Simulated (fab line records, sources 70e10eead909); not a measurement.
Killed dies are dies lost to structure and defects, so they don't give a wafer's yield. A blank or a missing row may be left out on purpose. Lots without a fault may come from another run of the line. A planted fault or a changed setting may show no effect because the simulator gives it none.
fab line records | flow nand_harc
record lots=12 wafers=36 last_day=33
route steps=1302 shown P_STI@109 P_GATE@124
lots that met no fault: from a run of the same line without faults
start_h: hours from the record's first day to the start of the lot's first wafer shown | wait_h: hours since the lot's step before | " the same as in the row above | L1.1+2: a row that stands for several wafers | - no value, or no start given | * or withheld: withheld | < > ~ a bound
route shown NAME@n: a module of which the file shows steps, and the number in the route of the first | usual: mean/standard deviation of fault-free wafers | same: alike in all rows | chamber/n: place in a boat | sites: the reading at each site | _std_site: their standard deviation | _edge_site: outer sites' mean less inner sites' | radius_mm: how far each site lies from the wafer's centre | mask NAME#n: copy n | behind: the tool/chamber that last shaped the wafer | hold: why the lot was held/for how many hours/how that ended | device: the transistor (n, p or np) that didn't switch | end of line: the same wafers' tests at the end of the route | a step without rows: its recipe alone | killed: dies lost to structure and defects at the first sort, not the wafer's yield | map: a wafer's dies, x killed, . not, _ none there
set.NAME: the setting as run; set.NAME@STEP: as run at that earlier step | model.NAME: the simulator's own value behind a step, which no gauge read
steps of the route over a sample of lots; a table a step, a row a wafer
services: from which hour (start_h, from the record's first day; less than 0 if before it) a tool's chamber was out of use, for how many hours, and why
## steps
# step NHARC_P_STI_INSPECT_25
# usual raw_defect_count=208/80
# columns lot.wafer tool chamber start_h wait_h raw_defect_count
L582.1 defect_inspect-01 - 74.61 0.4 279
L582.4 " - " " 211
L582.5 " - " " 424
L583.1 defect_inspect-01 - 81.13 0.4 212
L583.5 " - " " 225
L583.6 " - " " 153
L584.2 defect_inspect-02 - 92.93 0.4 125
L584.3 " - " " 127
L584.4 " - " " 216
L587.3 defect_inspect-02 - 119.61 0.4 295
L587.5 " - " " 404
L587.6 " - " " 220
L588.4 defect_inspect-02 - 130.81 0.4 187
L588.5 " - " " 173
L588.6 " - " " 106
L589.1 defect_inspect-02 - 141.84 0.4 138
L589.2 " - " " 106
L589.3 " - " " 177
L598.1 defect_inspect-01 - 234.97 0.4 114
L598.3 " - " " 270
L598.6 " - " " 373
L599.1 defect_inspect-01 - 239.92 0.4 163
L599.3 " - " " 147
L599.4 " - " " 163
L600.1 defect_inspect-02 - 254.07 0.4 143
L600.2 " - " " 167
L600.5 " - " " 187
L601.3 defect_inspect-02 - 268.80 0.4 197
L601.5 " - " " 221
L601.6 " - " " 102
L603.2 defect_inspect-02 - 286.08 0.4 361
L603.5 " - " " 407
L603.6 " - " " 301
L605.1 defect_inspect-01 - 299.91 0.4 184
L605.4 " - " " 246
L605.5 " - " " 232
# step NHARC_P_GATE_DESCUM_13
# recipe time_s=3 o2_flow_sccm=200 ar_flow_sccm=0 bias_power_w=0 chemistry=O2
# usual drypump_motor_current_A=5.9/0.53 oes_product_au=0.996/0.01 rf_vpp_V=57.7/0.87 showerhead_plenum_p_Torr=1.91/0.075 throttle_valve_pct=11.311/0.0093
# same bias_power_w=0
# columns lot.wafer tool chamber start_h wait_h drypump_motor_current_A oes_product_au rf_hours_counter_h rf_vpp_V showerhead_plenum_p_Torr throttle_valve_pct
L582.4 rie_diel-02 0 83.46 - 6.6 0.976 2 57.5 1.84 11.305
L582.1 " 2 " " 6.2 0.997 3 58.0 2.05 11.311
L582.5 " 0 " " 6.6 0.987 - 56.4 1.84 11.293
L583.1 rie_diel-02 3 89.75 - 5.5 0.996 3 56.9 1.83 11.319
L583.6 " 0 " " 6.6 0.994 - 56.4 1.84 11.306
L583.5 " 1 " " 4.9 1.000 - 56.0 1.86 11.301
L584.4 rie_diel-09 3 102.41 - 6.3 0.993 8 57.6 1.86 11.329
L584.2 " 1 " " 6.2 0.998 3 58.7 1.97 11.322
L584.3 " 2 " " 6.2 1.002 9 57.3 1.95 11.329
L587.3 rie_diel-02 2 128.21 - 6.2 1.002 8 59.6 2.05 11.310
L587.5 " 3 " " 5.5 0.993 - 57.6 1.82 11.313
L587.6 " 0 " " 6.6 0.977 - 58.0 1.84 11.315
L588.4 rie_diel-09 0 139.48 - 6.4 1.004 10 58.3 1.83 11.317
L588.6 " 2 " " 6.2 1.002 - 58.4 1.95 11.308
L588.5 " 3 " " 6.3 1.004 - 55.7 1.85 11.303
L589.1 rie_diel-13 2 151.07 - 5.5 1.004 7 57.1 2.00 11.316
L589.2 " 0 " " 6.2 1.021 6 56.2 1.86 11.326
L589.3 " 1 " " 5.5 1.017 5 56.5 1.99 11.317
L598.1 rie_diel-09 0 243.56 - 6.4 0.995 7 56.8 1.83 11.316
L598.3 " 1 " " 6.2 1.000 5 58.4 1.97 11.294
L598.6 " 0 " " 6.4 0.981 - 57.3 1.83 11.325
L599.1 rie_diel-02 0 248.65 - 6.6 0.985 1 57.6 1.84 11.311
L599.3 " 2 " " 6.2 0.995 1 57.5 2.05 11.323
L599.4 " 3 " " 5.5 0.977 1 57.7 1.82 11.311
L600.2 rie_diel-09 2 262.55 - 6.2 0.981 8 58.6 1.95 11.310
L600.1 " 0 " " 6.3 0.989 9 58.1 1.83 11.307
L600.5 " 2 " " 6.2 0.988 - 58.4 1.95 11.340
L601.3 rie_diel-02 3 277.17 - 5.5 0.982 3 55.4 1.82 11.315
L601.6 " 3 " " 5.5 0.983 - 56.7 1.82 11.295
L601.5 " 0 " " 6.6 0.979 - 57.4 1.83 11.312
L603.2 rie_diel-13 1 294.63 - 5.5 1.008 6 57.3 1.99 11.308
L603.6 " 3 " " 5.1 0.987 - 57.7 1.97 11.304
L603.5 " 0 " " 6.1 1.010 - 57.5 1.86 11.303
L605.4 rie_diel-09 0 308.68 - 6.4 0.991 11 58.4 1.83 11.321
L605.1 " 3 " " 6.3 0.992 11 58.2 1.85 11.312
L605.5 " 0 " " 6.4 0.994 - 58.8 1.83 11.311
# step NHARC_P_GATE_EXPOSE_23
# recipe na=1.35 target_cd_nm=120 dose_mj=93.91 mask_id=P_GATE
# columns lot.wafer tool chamber start_h wait_h mask
L582.1+4+5 arfi_scanner-01 0 96.81 - P_GATE#0
L583.1+5+6 arfi_scanner-02 0 104.23 - P_GATE#0
L584.2+3+4 arfi_scanner-01 0 117.11 - P_GATE#0
L587.3+5+6 arfi_scanner-03 0 144.11 - P_GATE#0
L588.4+5+6 arfi_scanner-01 0 160.24 - P_GATE#0
L589.1+2+3 arfi_scanner-03 0 167.59 - P_GATE_R1#0
L598.1+3+6 arfi_scanner-02 0 259.95 - P_GATE#0
L599.1+3+4 arfi_scanner-03 0 262.92 - P_GATE#0
L600.1+2+5 arfi_scanner-02 0 277.64 - P_GATE#0
L601.3+5+6 arfi_scanner-03 0 293.55 - P_GATE#0
L603.2+5+6 arfi_scanner-03 0 310.75 - P_GATE#0
L605.1+4+5 arfi_scanner-02 0 322.52 - P_GATE#0
# step NHARC_P_GATE_CD_MEAS_26
# recipe target_cd_nm=120 landing_energy_ev=500
# usual cd_nm=119.9/0.54
# same landing_energy_ev=500
# columns lot.wafer tool chamber start_h wait_h hold cd_nm
L582.1 cd_sem-02 0 96.95 - - 120.8
L582.4 " 0 " " - 119.8
L582.5 " 0 " " - 120.1
L583.1 cd_sem-03 0 104.38 - - 120.8
L583.5 " 0 " " - 119.7
L583.6 " 0 " " - 119.7
L584.2 cd_sem-02 0 117.25 - - 121.0
L584.3 " 0 " " - 120.4
L584.4 " 0 " " - 120.5
L587.3 cd_sem-01 0 144.25 - - 119.7
L587.5 " 0 " " - 119.9
L587.6 " 0 " " - 119.8
L588.4 cd_sem-02 0 160.38 - - 119.1
L588.5 " 0 " " - 119.2
L588.6 " 0 " " - 120.0
L589.1 cd_sem-01 0 167.73 - await_dispo/0.2h/release 116.0
L589.2 " 0 " " await_dispo/0.2h/release 115.9
L589.3 " 0 " " await_dispo/0.2h/release 114.8
L589.1 cd_sem-01 0 - - - 115.9
L589.2 " 0 " " - 116.0
L589.3 " 0 " " - 115.0
L598.1 cd_sem-03 0 260.10 - - 119.9
L598.3 " 0 " " - 119.9
L598.6 " 0 " " - 120.1
L599.1 cd_sem-02 0 263.06 - - 119.9
L599.3 " 0 " " - 119.0
L599.4 " 0 " " - 120.4
L600.1 cd_sem-02 0 277.78 - - 120.0
L600.2 " 0 " " - 119.8
L600.5 " 0 " " - 119.6
L601.3 cd_sem-01 0 293.68 - - 120.0
L601.5 " 0 " " - 120.6
L601.6 " 0 " " - 120.1
L603.2 cd_sem-02 0 310.88 - - 120.5
L603.5 " 0 " " - 120.7
L603.6 " 0 " " - 120.4
L605.1 cd_sem-02 0 322.66 - - 118.4
L605.4 " 0 " " - 120.3
L605.5 " 0 " " - 119.7
# step NHARC_P_GATE_STRIP_108
# recipe o2_flow_sccm=500 ar_flow_sccm=0 bias_w=0 chemistry=O2
# usual drypump_motor_current_A=5.9/0.52 oes_product_au=0.995/0.0084 rf_vpp_V=57.8/0.88 showerhead_plenum_p_Torr=3.53/0.13 throttle_valve_pct=17.036/0.0089
# columns lot.wafer tool chamber start_h wait_h drypump_motor_current_A oes_product_au rf_hours_counter_h rf_vpp_V showerhead_plenum_p_Torr throttle_valve_pct
L582.4 rie_diel-02 1 98.01 - 4.9 0.991 4 58.2 3.44 17.027
L582.1 " 2 " " 6.2 0.991 4 57.8 3.76 17.036
L582.5 " 0 " " 6.6 0.980 - 58.6 3.40 17.042
L583.1 rie_diel-13 0 105.27 - 6.2 1.016 4 58.9 3.44 17.040
L583.6 " 3 " " 5.1 1.004 - 57.7 3.64 17.034
L583.5 " 2 " " 5.5 0.991 - 58.2 3.68 17.041
L584.2 rie_diel-09 3 118.05 - 6.3 0.981 10 58.9 3.43 17.025
L584.3 " 0 " " 6.4 1.003 9 56.5 3.39 17.031
L584.4 " 2 " " 6.2 1.007 10 57.7 3.59 17.051
L587.3 rie_diel-13 3 145.05 - 5.1 1.012 6 57.8 3.63 17.026
L587.6 " 3 " " 5.1 1.004 - 57.6 3.63 17.032
L587.5 " 0 " " 6.2 1.006 - 56.9 3.44 17.030
L588.4 rie_diel-02 0 161.22 - 6.6 0.986 9 58.0 3.40 17.049
L588.6 " 2 " " 6.2 0.991 - 59.3 3.76 17.045
L588.5 " 3 " " 5.5 0.994 - 57.2 3.37 17.051
L589.2 rie_diel-02 3 173.42 - 5.5 0.989 10 57.7 3.37 17.044
L589.3 " 0 " " 6.6 0.979 10 57.6 3.40 17.037
L589.1 " 2 " " 6.2 1.003 11 58.5 3.76 17.046
L598.1 rie_diel-13 3 260.92 - 5.1 0.999 5 59.9 3.63 17.026
L598.3 " 1 " " 5.5 0.999 5 58.2 3.66 17.033
L598.6 " 2 " " 5.5 0.993 - 59.7 3.67 17.053
L599.3 rie_diel-02 2 263.87 - 6.2 0.997 2 56.7 3.76 17.033
L599.4 " 3 " " 5.5 0.987 1 55.3 3.37 17.051
L599.1 " 1 " " 4.9 0.996 2 58.6 3.44 17.038
L600.1 rie_diel-09 0 278.59 - 6.4 0.997 10 55.9 3.38 17.029
L600.2 " 2 " " 6.1 0.989 9 56.6 3.58 17.030
L600.5 " 0 " " 6.4 0.993 - 58.0 3.38 17.029
L601.3 rie_diel-09 3 294.48 - 6.3 0.997 10 57.2 3.42 17.032
L601.5 " 3 " " 6.3 0.984 - 56.7 3.42 17.042
L601.6 " 0 " " 6.4 0.987 - 56.3 3.38 17.017
L603.2 rie_diel-13 2 311.72 - 5.5 0.994 6 57.9 3.67 17.021
L603.5 " 0 " " 6.2 1.011 - 58.7 3.44 17.023
L603.6 " 1 " " 5.5 0.999 - 58.5 3.66 17.029
L605.1 rie_diel-13 3 323.48 - 5.1 0.990 8 58.8 3.63 17.023
L605.4 " 0 " " 6.2 1.003 7 57.2 3.44 17.025
L605.5 " 2 " " 5.5 0.987 - 57.7 3.67 17.043
## services
# columns tool chamber start_h hours kind
rie_diel-13 1 71.43 5.4 repair
rie_diel-09 2 89.10 9.4 repair
rie_diel-13 1 90.09 24.4 repair
arfi_scanner-03 - 105.61 1.6 repair
rie_diel-13 3 121.84 8.2 repair
arfi_scanner-02 - 140.00 4.0 pm
rie_diel-09 - 143.10 9.0 pm
arfi_scanner-02 - 148.21 2.9 repair
arfi_scanner-02 - 153.59 0.6 repair
rie_diel-13 - 165.00 9.0 pm
rie_diel-02 2 176.32 5.1 repair
arfi_scanner-03 - 197.76 4.0 pm
rie_diel-02 - 216.79 9.0 pm
rie_diel-09 1 225.27 7.2 repair
arfi_scanner-03 - 232.41 0.8 repair
arfi_scanner-02 - 240.17 0.5 repair
rie_diel-02 - 245.40 0.6 repair
rie_diel-09 2 248.53 4.6 repair
rie_diel-13 0 251.41 1.9 repair
rie_diel-13 3 279.35 7.7 repair
rie_diel-09 2 297.16 7.6 repair
arfi_scanner-02 - 312.00 4.0 pm
rie_diel-13 0 314.81 3.6 repair
rie_diel-09 - 320.10 9.0 pm
## key
first_sign step=NHARC_P_GATE_EXPOSE_23 reading=mask direction=changed
effect step=NHARC_P_GATE_CD_MEAS_26 reading=visit direction=added
effect step=NHARC_P_GATE_CD_MEAS_26 reading=cd_nm direction=down sigmas=8 usual=119.9 struck=115.6
met_at NHARC_P_GATE_EXPOSE_23
struck_lots L589
tester_left_out L589
not_acting_at NHARC_P_STI_INSPECT_25,NHARC_P_GATE_DESCUM_13,NHARC_P_GATE_STRIP_108
onset_between 144.11 167.59
fault kind=wrong_mask tool=any chamber=- onset_h=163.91 steps=NHARC_P_GATE_EXPOSE_23 aux_copy=P_GATE_R1#0 cd_offset_nm=-3.591 scope=struck_lots_only
# tester_left_out: of these lots the tester's yield and bins aren't shown, on N5 and GAA mostly nor the transistor test; their killed dies are dies lost to structure and defects alone, not to doping, threshold or leakage, so they don't give the yield
